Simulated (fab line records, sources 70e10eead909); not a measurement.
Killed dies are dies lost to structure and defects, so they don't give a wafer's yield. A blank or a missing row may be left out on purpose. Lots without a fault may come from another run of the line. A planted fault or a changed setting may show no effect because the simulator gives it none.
Which tool did it? | flow nand_harc | 6 lots, 18 wafers sampled, at 5 steps of a route of 1159

WHAT THE GAUGES READ, wafer by wafer
NHARC_END_SORT_01.
lot  | measured     | on        | killed_at_periphery
L676 | day 19 16:29 | prober-01 | 2 6 3
L678 | day 19 14:54 | prober-02 | 2 3 1
L681 | day 21 07:56 | prober-02 | 1 4 4
L684 | day 22 01:38 | prober-02 | 64 94 56
L687 | day 22 17:56 | prober-02 | 68 56 64
L694 | day 24 20:16 | prober-01 | 1 1 1

WHICH TOOL RAN EACH LOT (tool, then ch and the chambers of the sampled wafers, then the start)
lot  | NHARC_P_M1_ETCH_15                | NHARC_THIN_TSV_ETCH_44             | NHARC_THIN_TSV_ETCH_15           | NHARC_THIN_TSV_STRIP_45
L676 | rie_diel-10 ch 0,2,3, day 5 20:45 | rie_diel-03 ch 1,2,3, day 19 00:08 | rie_si-02 ch 0,1, day 19 00:43   | plasma_asher-01 ch 0,1, day 19 01:01
L678 | rie_diel-05 ch 2,3, day 6 18:47   | rie_diel-12 ch 1,2,3, day 19 02:23 | rie_si-02 ch 0,1,2, day 19 02:59 | plasma_asher-01 ch 0,1, day 19 03:14
L681 | rie_diel-05 ch 0,1,3, day 7 15:10 | rie_diel-12 ch 1,2,3, day 20 16:21 | rie_si-01 ch 0,1,3, day 20 16:53 | plasma_asher-02 ch 0,1, day 20 17:05
L684 | rie_diel-10 ch 0,1,3, day 8 07:32 | rie_diel-12 ch 0,2, day 21 11:05   | rie_si-02 ch 2,3, day 21 11:36   | plasma_asher-01 ch 0,1, day 21 11:52
L687 | rie_diel-10 ch 0,3, day 9 10:25   | rie_diel-03 ch 1,2, day 22 01:06   | rie_si-06 ch 0,2,3, day 22 01:41 | plasma_asher-02 ch 0,1, day 22 01:53
L694 | rie_diel-06 ch 0,1, day 10 18:38  | rie_diel-12 ch 0,2, day 24 03:20   | rie_si-02 ch 0,1, day 24 03:52   | plasma_asher-01 ch 0,1, day 24 04:05
- NHARC_P_M1_ETCH_15: etches the open film in C4F8/Ar, target depth 182.5 nm, time 91.2 s.
- NHARC_THIN_TSV_ETCH_44: etches the open film in CF4/O2, target depth 1594.2 nm, time 797.1 s.
- NHARC_THIN_TSV_ETCH_15: target depth 3000 nm, bosch target overetch cycles 2, bosch etch step 2.8 s.
- NHARC_THIN_TSV_STRIP_45: strips in O2.

THE ANSWER, worked out from the rows above alone
Rule: what is usual is taken from the lots themselves. Put in order of their means at a reading, lots are off if they are a third of the lots or fewer, leave a main group of 4 or more, and stand apart from it by a gap of 3 or more times the standard deviation of the main group's means; of several such gaps the widest counts. A main group whose means are all the same, to the digits that the tables above print for the reading, isn't used. A lot without any number at a reading at which 4 lots or more have one is off too. The other lots that the step has rows for count as sound.
Off: L684, L687, at NHARC_END_SORT_01 (killed_at_periphery). The main group: mean 2.4, standard deviation 1.
A tool fits if, at a process step before that reading, it ran every lot that is off, and no sound lot after the first of them. The gauges at NHARC_END_SORT_01 are tried like those tools. Can't be told from this: 2 tools fit, rie_diel-10 at NHARC_P_M1_ETCH_15, prober-02 at NHARC_END_SORT_01.

WHAT THE SIMULATOR HAD PUT IN
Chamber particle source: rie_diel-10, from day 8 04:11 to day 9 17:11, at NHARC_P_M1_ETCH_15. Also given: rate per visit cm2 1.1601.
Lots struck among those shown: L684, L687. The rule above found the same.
